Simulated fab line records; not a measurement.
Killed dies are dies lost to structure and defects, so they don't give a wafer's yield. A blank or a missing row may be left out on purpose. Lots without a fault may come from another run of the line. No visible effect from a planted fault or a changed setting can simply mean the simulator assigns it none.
fab line records	flow n5-finfet
record: lots: 24	wafers: 72	last-day: 19
route steps=1938 shown BEOL_M11@1558 BEOL_M12@1616 BEOL_M13@1690
lots that met no fault: from a run of the same line without faults
start-h: hours from the record's first day to the start of the lot's first wafer shown	wait-h: how many hours have passed since the lot's step before this one	" repeats the value in the row above	L1.1+2: several wafers, shown together as one row	- no value, or no start given	* or withheld: withheld	< > ~ a bound
route shown NAME@n: a module of which the file shows steps, and the number in the route of the first	usual: mean and standard deviation over wafers with no fault	same: alike in all rows	chamber/n: place in a boat	sites: the reading at each site	_std_site: the standard deviation of these	_edge_site: the outer-site mean with the inner-site mean subtracted	radius-mm: for every site, how far away it sits from the centre of the wafer	mask NAME#n: copy n	behind: tool/chamber where the wafer was last shaped	hold: what put the lot on hold/how long, in hours/how the hold closed	device: whichever transistor did not switch (one of n, p or np)	end of line: the same wafers' tests at the end of the route	a step given without rows: its recipe and nothing more	killed: dies that structure and defects cost at the first sort, which is not the same as the wafer's yield	map: shows each die of a wafer: x if killed, . if not, _ if none is there
set.NAME: the setting that was run; set.NAME@STEP: the one run at that earlier step	model.NAME: the simulator's own value behind a step, which no gauge read
route steps across a sampled set of lots; one table per step, one row per wafer
services: a tool's chamber out of use, with start hour (start-h, from the record's first day; less than 0 if before it), hours out, and reason
== steps ==
step: N5_BEOL_M11_STRIP_19
recipe: chemistry: O2	power-w: 400	temp-c: 40	pressure-mtorr: 30	rf-frequency-hz: 6e+07	bias-power-w: 0	overash-fraction: 0.2	o2-flow-sccm: 225
usual: drypump-motor-current-A: 5.8/0.33	oes-product-au: 0.82/0.085	rf-vpp-V: 3.6/0.58	showerhead-plenum-p-Torr: 2.13/0.06	throttle-valve-pct: 16.67/0.23
lot.wafer	tool	chamber	start-h	wait-h	drypump-motor-current-A	oes-product-au	rf-hours-counter-h	rf-vpp-V	showerhead-plenum-p-Torr	throttle-valve-pct
L076.2	rie-diel-01	1	261.09	0.1	5.8	0.91	12	3.0	2.16	16.69
L076.3	"	3	"	"	5.8	0.82	80	3.9	2.11	16.68
L076.6	"	3	"	"	5.8	0.82	-	3.3	2.11	16.69
L074.1	rie-diel-01	2	265.14	0.1	5.9	0.95	26	2.7	2.22	16.50
L074.3	"	0	"	"	6.3	0.82	82	3.3	2.11	16.83
L074.5	"	2	"	"	5.8	0.95	-	4.4	2.22	16.51
L077.2	rie-diel-02	0	268.44	0.1	5.5	0.73	190	3.8	2.16	17.10
L077.3	"	3	"	"	6.3	0.86	55	2.7	2.23	16.62
L077.4	"	2	"	"	6.2	0.66	239	3.5	2.06	16.64
L075.1	rie-diel-02	1	268.64	0.1	5.7	0.88	30	4.0	2.12	16.33
L075.4	"	3	"	"	6.2	0.86	55	3.1	2.23	16.62
L075.6	"	1	"	"	5.7	0.88	-	3.3	2.12	16.34
L078.1	rie-diel-01	1	288.49	0.3	5.8	0.89	23	3.7	2.16	16.70
L078.3	"	2	"	"	5.9	0.93	36	3.1	2.22	16.52
L078.6	"	2	"	"	5.9	0.94	-	4.1	2.22	16.54
L079.2	rie-diel-02	2	293.10	0.1	6.2	0.66	246	3.0	2.06	16.64
L079.3	"	0	"	"	5.5	0.74	196	4.4	2.16	17.12
L079.5	"	0	"	"	5.5	0.73	-	3.9	2.16	17.11
L080.1	rie-diel-02	1	293.27	0.1	5.7	0.87	37	4.1	2.12	16.34
L080.3	"	0	"	"	5.5	0.73	196	3.6	2.16	17.13
L080.4	"	2	"	"	6.2	0.67	246	3.4	2.06	16.68
L081.1	rie-diel-02	2	293.83	0.1	6.2	0.66	246	2.8	2.06	16.65
L081.4	"	3	"	"	6.2	0.85	61	3.9	2.23	16.64
L081.6	"	1	"	"	5.7	0.87	-	3.3	2.12	16.35
L082.1	rie-diel-05	0	303.30	0.2	6.1	0.67	249	3.6	2.15	16.88
L082.3	"	1	"	"	6.0	0.73	174	4.2	2.08	16.71
L082.6	"	1	"	"	6.0	0.72	-	3.5	2.08	16.71
L083.1	rie-diel-02	1	322.79	0.2	5.7	0.87	47	3.3	2.11	16.38
L083.2	"	3	"	"	6.3	0.84	70	2.9	2.22	16.64
L083.3	"	0	"	"	5.5	0.72	206	3.3	2.15	17.13
L084.3	rie-diel-05	2	327.75	0.1	5.1	0.71	221	3.3	1.99	16.67
L084.4	"	1	"	"	6.0	0.71	-	4.3	2.07	16.72
L084.6	"	2	"	"	5.1	0.70	-	2.7	1.99	16.68
L087.1	rie-diel-01	3	333.21	0.1	5.9	0.79	103	2.7	2.10	16.75
L087.4	"	0	"	"	6.3	0.80	101	3.6	2.10	16.86
L087.5	"	2	"	"	5.8	0.91	-	2.4	2.22	16.55
L085.3	rie-diel-05	0	336.34	0.1	6.1	0.99	2	2.9	2.14	16.42
L085.5	"	1	"	"	6.0	0.71	-	4.0	2.07	16.72
L085.6	"	2	"	"	5.0	0.71	-	4.0	1.99	16.69
L086.1	rie-diel-05	3	336.76	0.2	5.8	0.90	25	4.9	2.14	16.60
L086.4	"	2	"	"	5.0	0.71	224	2.3	1.99	16.67
L086.5	"	3	"	"	5.8	0.88	-	3.6	2.14	16.58
L091.1	rie-diel-01	3	366.08	0.2	5.8	0.78	112	2.6	2.10	16.74
L091.4	"	1	"	"	5.8	0.85	45	4.7	2.15	16.76
L091.6	"	1	"	"	5.8	0.85	-	4.7	2.15	16.77
L090.1	rie-diel-02	1	367.91	0.2	5.7	0.84	59	3.5	2.11	16.39
L090.3	"	3	"	"	6.2	0.83	84	3.6	2.22	16.69
L090.6	"	0	"	"	5.5	0.71	-	3.7	2.15	17.15
L089.2	rie-diel-02	1	367.95	0.2	5.7	0.85	59	3.6	2.11	16.40
L089.3	"	0	"	"	5.4	0.71	219	4.3	2.15	17.15
L089.5	"	3	"	"	6.3	0.82	-	3.7	2.22	16.68
L088.3	rie-diel-01	1	368.65	0.2	5.8	0.86	46	4.1	2.15	16.77
L088.5	"	3	"	"	5.8	0.80	-	3.6	2.10	16.74
L088.6	"	2	"	"	5.8	0.90	-	4.2	2.21	16.58
L092.2	rie-diel-01	2	368.86	0.1	5.9	0.89	58	3.7	2.21	16.57
L092.3	"	0	"	"	6.3	0.80	112	3.0	2.10	16.88
L092.6	"	1	"	"	5.8	0.86	-	3.7	2.15	16.75
L094.3	rie-diel-05	0	380.65	0.2	6.1	0.95	16	3.0	2.14	16.48
L094.5	"	1	"	"	6.0	0.71	-	4.0	2.07	16.75
L094.6	"	0	"	"	6.1	0.95	-	3.6	2.14	16.49
L093.1	rie-diel-01	0	380.97	0.2	6.3	0.78	117	3.4	2.09	16.88
L093.3	"	2	"	"	5.8	0.89	63	3.4	2.21	16.57
L093.5	"	0	"	"	6.3	0.79	-	3.8	2.09	16.89
L095.2	rie-diel-02	2	389.62	0.1	6.1	0.91	18	3.8	2.05	16.24
L095.4	"	2	"	"	6.2	0.91	-	3.3	2.05	16.24
L095.5	"	0	"	"	5.5	0.71	-	3.5	2.15	17.15
L097.1	rie-diel-02	2	398.56	0.1	6.2	0.90	20	4.5	2.05	16.25
L097.3	"	0	"	"	5.5	0.70	230	3.3	2.15	17.18
L097.4	"	1	"	"	5.7	0.82	69	2.9	2.11	16.40
L096.3	rie-diel-05	1	402.97	0.1	6.0	0.70	206	3.4	2.07	16.77
L096.4	"	0	"	"	6.1	0.92	23	3.4	2.14	16.50
L096.5	"	0	"	"	6.1	0.93	-	4.5	2.14	16.45
step: N5_BEOL_M11_ANNEAL_51
recipe: temp-c: 225	time-s: 90	ambient: N2
usual: wafer_temp_C_max: 226.03/0.29
lot.wafer	tool	chamber	start-h	wait-h	wafer_temp_C_max
L076.2	rtp-anneal-01	0	264.89	0.3	225.93
L076.3	"	0	"	"	225.94
L076.6	"	0	"	"	226.08
L074.1	rtp-anneal-01	0	270.07	0.1	225.82
L074.3	"	0	"	"	225.60
L074.5	"	0	"	"	225.50
L077.2	rtp-anneal-01	0	272.50	0.2	226.52
L077.3	"	0	"	"	225.96
L077.4	"	0	"	"	226.14
L075.1	rtp-anneal-01	0	273.23	0.1	226.43
L075.4	"	0	"	"	225.99
L075.6	"	0	"	"	225.97
L078.1	rtp-anneal-01	0	293.58	0.4	225.95
L078.3	"	0	"	"	225.91
L078.6	"	0	"	"	226.33
L080.1	rtp-anneal-02	0	299.25	0.5	226.07
L080.3	"	0	"	"	226.35
L080.4	"	0	"	"	226.49
L081.1	rtp-anneal-01	0	299.55	0.3	226.11
L081.4	"	0	"	"	226.33
L081.6	"	0	"	"	225.92
L079.2	rtp-anneal-02	0	299.57	0.4	225.99
L079.3	"	0	"	"	225.89
L079.5	"	0	"	"	226.25
L082.1	rtp-anneal-01	0	307.56	0.1	225.79
L082.3	"	0	"	"	225.89
L082.6	"	0	"	"	225.90
L083.1	rtp-anneal-02	0	327.06	0.1	226.14
L083.2	"	0	"	"	226.10
L083.3	"	0	"	"	225.62
L084.3	rtp-anneal-01	0	333.58	0.5	225.85
L084.4	"	0	"	"	225.41
L084.6	"	0	"	"	225.69
L087.1	rtp-anneal-01	0	337.63	0.1	226.17
L087.4	"	0	"	"	226.04
L087.5	"	0	"	"	225.86
L085.3	rtp-anneal-02	0	340.74	0.3	226.14
L085.5	"	0	"	"	226.05
L085.6	"	0	"	"	226.03
L086.1	rtp-anneal-02	0	340.99	0.1	225.98
L086.4	"	0	"	"	226.62
L086.5	"	0	"	"	225.89
L091.1	rtp-anneal-02	0	370.54	0.1	226.85
L091.4	"	0	"	"	226.07
L091.6	"	0	"	"	226.35
L089.2	rtp-anneal-01	0	371.44	0.1	225.69
L089.3	"	0	"	"	225.55
L089.5	"	0	"	"	225.54
L090.1	rtp-anneal-01	0	371.66	0.2	225.87
L090.3	"	0	"	"	226.70
L090.6	"	0	"	"	225.47
L088.3	rtp-anneal-02	0	372.28	0.4	226.50
L088.5	"	0	"	"	226.58
L088.6	"	0	"	"	225.77
L092.2	rtp-anneal-02	0	372.51	0.3	226.17
L092.3	"	0	"	"	226.08
L092.6	"	0	"	"	225.96
L094.3	rtp-anneal-01	0	386.54	0.7	225.62
L094.5	"	0	"	"	225.96
L094.6	"	0	"	"	225.98
L093.1	rtp-anneal-02	0	387.81	0.1	226.15
L093.3	"	0	"	"	226.60
L093.5	"	0	"	"	225.67
L095.2	rtp-anneal-02	0	395.85	0.4	226.30
L095.4	"	0	"	"	225.93
L095.5	"	0	"	"	226.11
L097.1	rtp-anneal-01	0	403.19	0.3	225.39
L097.3	"	0	"	"	225.75
L097.4	"	0	"	"	225.65
L096.3	rtp-anneal-02	0	407.80	0.1	226.08
L096.4	"	0	"	"	225.96
L096.5	"	0	"	"	226.16
step: N5_BEOL_M11_CMP_52
recipe: stop-on: SiCOH_lowk	t-overpolish-s: 7	down-force-psi: 1	platen-rpm: 50	clearing-platen-down-force-psi: 1.5	clearing-platen-rpm: 50	post-cmp-clean: cu-alkaline	target-thk-nm: 140	clearing-platen-pad-velocity-m-s: 0.99484	pad-velocity-m-s: 0.99484
usual: barrier-field-endpoint-s: 28.6/0.76	motor-current-A: 6.0/0.64	overpolish-run-s: 7.001/0.0091	time-to-endpoint-s: 66/3.6
lot.wafer	tool	chamber	start-h	wait-h	barrier-field-endpoint-s	motor-current-A	overpolish-run-s	time-to-endpoint-s
L076.3	cmp-04	3	265.14	0.2	27.9	5.7	7.003	65
L076.2	"	2	"	"	28.4	6.4	6.984	67
L076.6	"	3	"	"	29.2	5.7	6.996	69
L074.1	cmp-04	1	270.55	0.4	28.7	6.0	6.995	64
L074.3	"	2	"	"	27.7	6.4	6.998	63
L074.5	"	3	"	"	28.0	5.7	6.998	65
L077.2	cmp-02	3	272.76	0.2	29.2	5.9	7.000	66
L077.3	"	0	"	"	27.4	5.1	6.995	63
L077.4	"	1	"	"	28.9	6.1	7.005	68
L075.4	cmp-04	3	273.53	0.1	28.7	5.6	7.011	64
L075.1	"	1	"	"	28.1	6.1	7.006	64
L075.6	"	0	"	"	27.5	6.7	6.996	59
L078.1	cmp-02	0	294.22	0.6	28.3	5.0	7.019	67
L078.3	"	1	"	"	30.0	6.4	7.013	72
L078.6	"	3	"	"	29.1	5.9	6.996	69
L080.1	cmp-01	3	299.55	0.3	28.3	7.0	7.003	69
L080.4	"	1	"	"	28.1	5.0	7.005	63
L080.3	"	2	"	"	28.8	5.7	7.000	67
L079.2	cmp-04	0	299.82	0.2	27.7	6.8	6.997	62
L079.3	"	3	"	"	28.6	5.7	6.995	67
L079.5	"	0	"	"	28.3	6.9	7.013	60
L081.4	cmp-01	1	299.86	0.1	28.9	5.4	7.003	67
L081.1	"	0	"	"	27.2	5.3	7.009	60
L081.6	"	1	"	"	29.0	5.3	7.011	68
L082.3	cmp-02	0	307.86	0.2	28.1	5.1	6.993	64
L082.1	"	3	"	"	28.6	5.2	6.997	69
L082.6	"	1	"	"	30.2	6.0	6.993	72
L083.3	cmp-02	2	327.63	0.4	28.7	5.6	7.005	66
L083.1	"	3	"	"	28.8	5.4	7.011	65
L083.2	"	0	"	"	29.5	5.1	7.017	69
L084.4	cmp-01	3	333.83	0.2	29.0	7.3	7.002	69
L084.3	"	1	"	"	28.1	5.1	6.986	68
L084.6	"	3	"	"	27.7	7.1	7.018	68
L087.1	cmp-02	1	337.92	0.3	28.9	6.4	6.995	68
L087.4	"	3	"	"	29.2	5.3	7.005	65
L087.5	"	1	"	"	30.0	6.5	7.019	67
L085.3	cmp-04	2	341.06	0.3	29.1	6.1	7.000	68
L085.6	"	3	"	"	29.2	5.9	7.015	68
L085.5	"	0	"	"	28.1	7.0	6.984	64
L086.1	cmp-04	2	341.29	0.3	28.8	6.6	6.982	64
L086.4	"	0	"	"	27.5	7.2	6.991	57
L086.5	"	3	"	"	28.3	5.7	6.999	64
L091.4	cmp-02	0	370.84	0.1	29.9	4.9	7.005	69
L091.1	"	2	"	"	29.8	5.5	7.003	70
L091.6	"	0	"	"	29.7	5.1	7.003	66
L089.2	cmp-02	3	371.77	0.3	28.5	5.4	6.993	69
L089.3	"	0	"	"	28.2	5.0	7.007	68
L089.5	"	2	"	"	27.7	5.4	6.992	65
L090.3	cmp-02	1	372.18	0.4	29.4	6.1	7.009	70
L090.1	"	2	"	"	28.7	5.2	7.008	68
L090.6	"	2	"	"	28.7	5.5	7.001	69
L088.3	cmp-04	0	372.58	0.3	27.5	7.1	7.012	57
L088.5	"	0	"	"	27.9	7.0	7.001	59
L088.6	"	1	"	"	28.5	6.3	6.993	63
L092.3	cmp-02	0	372.89	0.3	27.8	5.0	7.004	70
L092.2	"	2	"	"	28.7	5.2	7.013	70
L092.6	"	0	"	"	28.1	4.9	7.003	69
L094.3	cmp-02	3	386.75	0.2	28.4	5.3	6.991	68
L094.5	"	3	"	"	29.5	5.5	7.007	70
L094.6	"	0	"	"	29.1	5.1	7.002	67
L093.1	cmp-04	3	388.15	0.3	29.0	5.8	6.994	67
L093.3	"	0	"	"	27.4	7.1	6.996	61
L093.5	"	2	"	"	28.6	6.2	7.008	65
L095.2	cmp-04	2	396.17	0.3	28.0	6.4	6.996	63
L095.4	"	3	"	"	28.2	6.0	6.995	59
L095.5	"	0	"	"	27.5	7.2	6.994	60
L097.4	cmp-04	2	403.48	0.1	28.9	6.6	7.001	68
L097.1	"	0	"	"	26.9	7.3	6.992	59
L097.3	"	1	"	"	26.9	6.3	6.987	62
L096.3	cmp-02	0	408.08	0.2	28.1	5.2	7.016	64
L096.4	"	1	"	"	29.9	6.3	6.987	70
L096.5	"	3	"	"	29.0	5.6	7.000	65
step: N5_BEOL_M12_ETCH_59
recipe: chemistry: N2/H2	target: BARC	target-depth-a: 890	overetch-a: 267	time-s: 67.9	ion-energy-ev: 200	pressure-mtorr: 30	source-w: 840	bias-w: 150	n2-flow-sccm: 200	h2-flow-sccm: 200
usual: drypump-motor-current-A: 5.6/0.49	oes-product-au: 0.68/0.055	rf-vpp-V: 524.1/2.7	showerhead-plenum-p-Torr: 2.55/0.093	throttle-valve-pct: 17.80/0.19
lot.wafer	tool	chamber	start-h	wait-h	drypump-motor-current-A	oes-product-au	rf-hours-counter-h	rf-vpp-V	showerhead-plenum-p-Torr	throttle-valve-pct
L076.2	rie-diel-04	2	266.32	0.0	6.8	0.57	245	523.1	2.50	18.35
L076.3	"	3	"	"	5.8	0.59	217	523.1	2.51	17.67
L076.6	"	0	"	"	5.0	0.67	-	522.2	2.44	17.94
L074.1	rie-diel-04	0	271.52	0.0	5.0	0.68	122	519.4	2.44	17.95
L074.3	"	2	"	"	6.8	0.56	247	523.1	2.50	18.37
L074.5	"	3	"	"	5.8	0.59	-	523.3	2.51	17.70
L077.2	rie-diel-06	3	273.80	0.0	5.0	0.75	59	526.9	2.67	17.86
L077.3	"	0	"	"	5.2	0.74	50	523.8	2.58	17.88
L077.4	"	2	"	"	5.3	0.78	15	526.5	2.58	17.59
L075.1	rie-diel-03	1	274.57	0.0	6.3	0.65	130	524.4	2.54	17.48
L075.4	"	0	"	"	5.2	0.64	141	528.5	2.63	17.84
L075.6	"	2	"	"	5.6	0.69	-	521.7	2.45	18.03
L078.1	rie-diel-03	1	295.77	0.0	6.3	0.65	137	524.3	2.54	17.47
L078.3	"	3	"	"	5.7	0.66	134	522.6	2.44	17.79
L078.6	"	3	"	"	5.7	0.66	-	520.9	2.44	17.79
L080.1	rie-diel-03	3	300.71	0.0	5.7	0.66	136	521.8	2.44	17.79
L080.3	"	0	"	"	5.2	0.64	149	526.3	2.63	17.86
L080.4	"	1	"	"	6.3	0.65	139	523.8	2.53	17.51
L079.2	rie-diel-06	1	300.86	0.0	5.9	0.72	78	528.6	2.69	17.80
L079.3	"	2	"	"	5.4	0.76	24	525.8	2.57	17.58
L079.5	"	0	"	"	5.2	0.73	-	525.8	2.58	17.88
L081.1	rie-diel-04	0	300.90	0.0	5.0	0.66	136	521.2	2.44	17.98
L081.4	"	1	"	"	5.7	0.62	-	519.0	2.41	17.61
L081.6	"	0	"	"	5.0	0.67	-	520.7	2.44	17.97
L082.1	rie-diel-06	0	309.02	0.0	5.3	0.72	62	526.5	2.58	17.87
L082.3	"	3	"	"	5.0	0.74	70	528.0	2.67	17.88
L082.6	"	2	"	"	5.4	0.76	-	526.4	2.57	17.60
L083.1	rie-diel-06	1	328.76	0.0	5.9	0.71	86	528.1	2.69	17.80
L083.2	"	0	"	"	5.3	0.71	67	526.2	2.57	17.89
L083.3	"	3	"	"	5.0	0.72	76	526.6	2.67	17.86
L084.3	rie-diel-06	2	334.85	0.0	5.3	0.75	33	524.4	2.57	17.62
L084.4	"	3	"	"	5.0	0.73	78	526.6	2.66	17.87
L084.6	"	3	"	"	5.0	0.72	-	527.8	2.67	17.89
L087.1	rie-diel-06	2	338.99	0.0	5.4	0.74	36	526.5	2.57	17.63
L087.4	"	2	"	"	5.4	0.74	-	523.6	2.57	17.61
L087.5	"	1	"	"	5.9	0.71	-	528.0	2.68	17.81
L085.3	rie-diel-04	0	342.17	0.0	5.0	0.65	153	521.3	2.43	18.00
L085.5	"	2	"	"	6.8	0.81	-	521.4	2.49	17.95
L085.6	"	1	"	"	5.7	0.61	-	518.9	2.40	17.62
L086.1	rie-diel-03	0	342.36	0.0	5.2	0.64	157	527.3	2.62	17.89
L086.4	"	2	"	"	5.6	0.67	-	519.5	2.44	18.08
L086.5	"	1	"	"	6.3	0.64	-	523.8	2.53	17.50
L091.1	rie-diel-06	3	372.07	0.0	5.0	0.71	92	527.2	2.66	17.91
L091.4	"	2	"	"	5.4	0.73	49	524.0	2.56	17.64
L091.6	"	1	"	"	5.9	0.69	-	527.4	2.68	17.83
L089.2	rie-diel-03	0	372.91	0.0	5.1	0.63	168	526.2	2.62	17.92
L089.3	"	2	"	"	5.6	0.66	145	520.7	2.43	18.09
L089.5	"	1	"	"	6.2	0.63	-	523.8	2.52	17.52
L090.1	rie-diel-06	2	373.30	0.0	5.3	0.72	49	525.6	2.56	17.64
L090.3	"	1	"	"	5.9	0.70	104	526.6	2.68	17.83
L090.6	"	2	"	"	5.4	0.73	-	524.7	2.56	17.64
L088.3	rie-diel-04	3	373.78	0.0	5.8	0.80	6	522.2	2.49	17.31
L088.5	"	3	"	"	5.8	0.79	-	524.1	2.49	17.31
L088.6	"	2	"	"	6.8	0.78	-	524.0	2.49	17.96
L092.2	rie-diel-04	3	374.09	0.0	5.8	0.79	6	523.5	2.49	17.30
L092.3	"	1	"	"	5.7	0.60	246	519.1	2.40	17.65
L092.6	"	2	"	"	6.8	0.79	-	521.3	2.49	17.93
L094.3	rie-diel-03	3	387.91	0.0	5.7	0.64	167	520.2	2.43	17.86
L094.5	"	0	"	"	5.2	0.62	-	527.8	2.62	17.92
L094.6	"	1	"	"	6.3	0.63	-	522.2	2.52	17.53
L093.1	rie-diel-03	3	389.71	0.0	5.7	0.64	168	520.9	2.43	17.85
L093.3	"	0	"	"	5.2	0.63	175	526.0	2.62	17.93
L093.5	"	3	"	"	5.7	0.64	-	520.7	2.43	17.86
L095.2	rie-diel-06	3	397.67	0.0	4.9	0.70	104	527.2	2.65	17.93
L095.4	"	2	"	"	5.3	0.72	-	524.1	2.56	17.64
L095.5	"	3	"	"	5.0	0.70	-	526.5	2.65	17.95
L097.1	rie-diel-06	1	404.53	0.0	5.9	0.69	118	526.1	2.67	17.87
L097.3	"	3	"	"	4.9	0.70	106	526.6	2.65	17.95
L097.4	"	1	"	"	5.9	0.68	-	527.6	2.67	17.87
L096.3	rie-diel-03	0	409.16	0.0	5.2	0.62	183	525.6	2.61	17.94
L096.4	"	1	"	"	6.3	0.62	178	525.6	2.52	17.55
L096.5	"	3	"	"	5.7	0.63	-	521.8	2.42	17.86
step: N5_BEOL_M13_OVL_MEAS_29
recipe: points-per-wafer: 44
usual: M13_OVL: 1/5.2
lot.wafer	tool	chamber	start-h	wait-h	M13_OVL[nm]
L076.2	overlay-01	0	273.11	0.0	9
L076.3	"	0	"	"	6
L076.6	"	0	"	"	3
L074.1	overlay-01	0	277.86	0.0	-4
L074.3	"	0	"	"	0
L074.5	"	0	"	"	-5
L077.2	overlay-02	0	278.96	0.0	10
L077.3	"	0	"	"	0
L077.4	"	0	"	"	-2
L075.1	overlay-01	0	281.84	0.0	-2
L075.4	"	0	"	"	-4
L075.6	"	0	"	"	-3
L078.1	overlay-01	0	302.18	0.0	-3
L078.3	"	0	"	"	-6
L078.6	"	0	"	"	-6
L080.1	overlay-02	0	305.87	0.0	-4
L080.3	"	0	"	"	-2
L080.4	"	0	"	"	-6
L079.2	overlay-01	0	306.24	0.0	1
L079.3	"	0	"	"	-1
L079.5	"	0	"	"	0
L081.1	overlay-02	0	306.75	0.0	1
L081.4	"	0	"	"	-3
L081.6	"	0	"	"	1
L082.1	overlay-01	0	316.97	0.0	0
L082.3	"	0	"	"	12
L082.6	"	0	"	"	14
L083.1	overlay-01	0	335.19	0.0	0
L083.2	"	0	"	"	6
L083.3	"	0	"	"	4
L084.3	overlay-01	0	341.10	0.0	8
L084.4	"	0	"	"	8
L084.6	"	0	"	"	5
L087.1	overlay-01	0	346.15	0.0	11
L087.4	"	0	"	"	7
L087.5	"	0	"	"	0
L085.3	overlay-02	0	349.63	0.0	0
L085.5	"	0	"	"	7
L085.6	"	0	"	"	6
L086.1	overlay-01	0	349.91	0.0	1
L086.4	"	0	"	"	3
L086.5	"	0	"	"	5
L091.1	overlay-02	0	377.94	0.0	0
L091.4	"	0	"	"	8
L091.6	"	0	"	"	10
L089.2	overlay-01	0	378.02	0.0	5
L089.3	"	0	"	"	0
L089.5	"	0	"	"	5
L090.1	overlay-01	0	380.12	0.0	7
L090.3	"	0	"	"	9
L090.6	"	0	"	"	-4
L092.2	overlay-01	0	380.40	0.0	3
L092.3	"	0	"	"	1
L092.6	"	0	"	"	-3
L088.3	overlay-01	0	380.79	0.0	-5
L088.5	"	0	"	"	0
L088.6	"	0	"	"	-5
L094.3	overlay-01	0	400.37	0.0	-7
L094.5	"	0	"	"	-7
L094.6	"	0	"	"	-1
L093.1	overlay-02	0	401.51	0.0	3
L093.3	"	0	"	"	1
L093.5	"	0	"	"	-2
L095.2	overlay-02	0	405.98	0.0	6
L095.4	"	0	"	"	-1
L095.5	"	0	"	"	5
L097.1	overlay-01	0	409.26	0.0	-5
L097.3	"	0	"	"	-6
L097.4	"	0	"	"	-13
L096.3	overlay-02	0	416.19	0.0	8
L096.4	"	0	"	"	0
L096.5	"	0	"	"	6
step: N5_BEOL_M13_PRE_CLEAN_42
recipe: gas: H2/He	time-s: 30	temp-c: 250
usual: heater-power-w: 338/20
lot.wafer	tool	chamber	start-h	wait-h	heater-power-w
L076.2	pvd-sputter-03	-	277.00	0.0	366
L076.3	"	-	"	"	320
L076.6	"	-	"	"	365
L074.1	pvd-sputter-02	-	279.79	0.0	339
L074.3	"	-	"	"	314
L074.5	"	-	"	"	339
L077.2	pvd-sputter-02	-	281.41	0.0	378
L077.3	"	-	"	"	340
L077.4	"	-	"	"	312
L075.1	pvd-sputter-01	-	285.08	0.0	318
L075.4	"	-	"	"	342
L075.6	"	-	"	"	339
L078.1	pvd-sputter-02	-	304.20	0.0	375
L078.3	"	-	"	"	337
L078.6	"	-	"	"	325
L080.1	pvd-sputter-03	-	306.98	0.0	321
L080.3	"	-	"	"	373
L080.4	"	-	"	"	316
L079.2	pvd-sputter-01	-	312.37	0.0	337
L079.3	"	-	"	"	328
L079.5	"	-	"	"	340
L081.1	pvd-sputter-01	-	318.90	0.0	312
L081.4	"	-	"	"	331
L081.6	"	-	"	"	324
L082.1	pvd-sputter-01	-	322.18	0.0	320
L082.3	"	-	"	"	336
L082.6	"	-	"	"	338
L083.1	pvd-sputter-01	-	337.26	0.0	332
L083.2	"	-	"	"	346
L083.3	"	-	"	"	328
L084.3	pvd-sputter-02	-	342.93	0.0	383
L084.4	"	-	"	"	335
L084.6	"	-	"	"	322
L085.3	pvd-sputter-03	-	352.49	0.0	369
L085.5	"	-	"	"	371
L085.6	"	-	"	"	303
L087.1	pvd-sputter-01	-	352.53	0.0	329
L087.4	"	-	"	"	340
L087.5	"	-	"	"	338
L086.1	pvd-sputter-02	-	352.54	0.0	336
L086.4	"	-	"	"	306
L086.5	"	-	"	"	373
L091.1	pvd-sputter-03	-	380.17	0.0	318
L091.4	"	-	"	"	377
L091.6	"	-	"	"	365
L089.2	pvd-sputter-01	-	380.49	0.0	325
L089.3	"	-	"	"	326
L089.5	"	-	"	"	333
L090.1	pvd-sputter-01	-	385.03	0.0	345
L090.3	"	-	"	"	320
L090.6	"	-	"	"	336
L092.2	pvd-sputter-01	-	385.38	0.0	335
L092.3	"	-	"	"	329
L092.6	"	-	"	"	321
L088.3	pvd-sputter-03	-	388.83	0.0	383
L088.5	"	-	"	"	366
L088.6	"	-	"	"	325
L094.3	pvd-sputter-03	-	403.16	0.0	317
L094.5	"	-	"	"	376
L094.6	"	-	"	"	316
L093.1	pvd-sputter-01	-	404.02	0.0	339
L093.3	"	-	"	"	341
L093.5	"	-	"	"	325
L095.2	pvd-sputter-03	-	407.32	0.0	373
L095.4	"	-	"	"	370
L095.5	"	-	"	"	323
L097.1	pvd-sputter-01	-	410.52	0.0	335
L097.3	"	-	"	"	341
L097.4	"	-	"	"	331
L096.3	pvd-sputter-02	-	422.23	0.0	317
L096.4	"	-	"	"	342
L096.5	"	-	"	"	385
== services ==
tool	chamber	start-h	hours	kind
cmp-04	-	247.92	6.8	repair
rie-diel-01	3	252.29	4.1	repair
cmp-04	-	255.67	2.2	repair
rie-diel-02	-	263.90	1.7	repair
cmp-02	-	264.02	0.6	repair
rie-diel-03	1	265.87	8.3	repair
cmp-02	-	266.06	5.0	pm
cmp-02	-	274.28	1.9	repair
rie-diel-01	0	309.55	5.6	repair
rie-diel-03	0	314.36	19.1	repair
rie-diel-03	1	319.35	9.5	repair
rie-diel-01	-	320.61	2.8	pm
cmp-04	-	323.67	4.0	pm
rie-diel-06	0	335.30	4.4	repair
cmp-02	-	338.31	0.5	repair
rie-diel-03	3	338.59	11.0	repair
rie-diel-04	2	358.26	6.6	repair
rie-diel-01	3	370.74	13.1	repair
rie-diel-06	2	379.85	11.7	repair
rie-diel-03	2	380.00	12.7	repair
rie-diel-02	3	383.28	7.3	repair
rie-diel-06	0	386.76	22.5	repair
rie-diel-03	2	394.52	8.1	repair
rie-diel-06	-	396.50	0.7	repair
== key ==
fault none
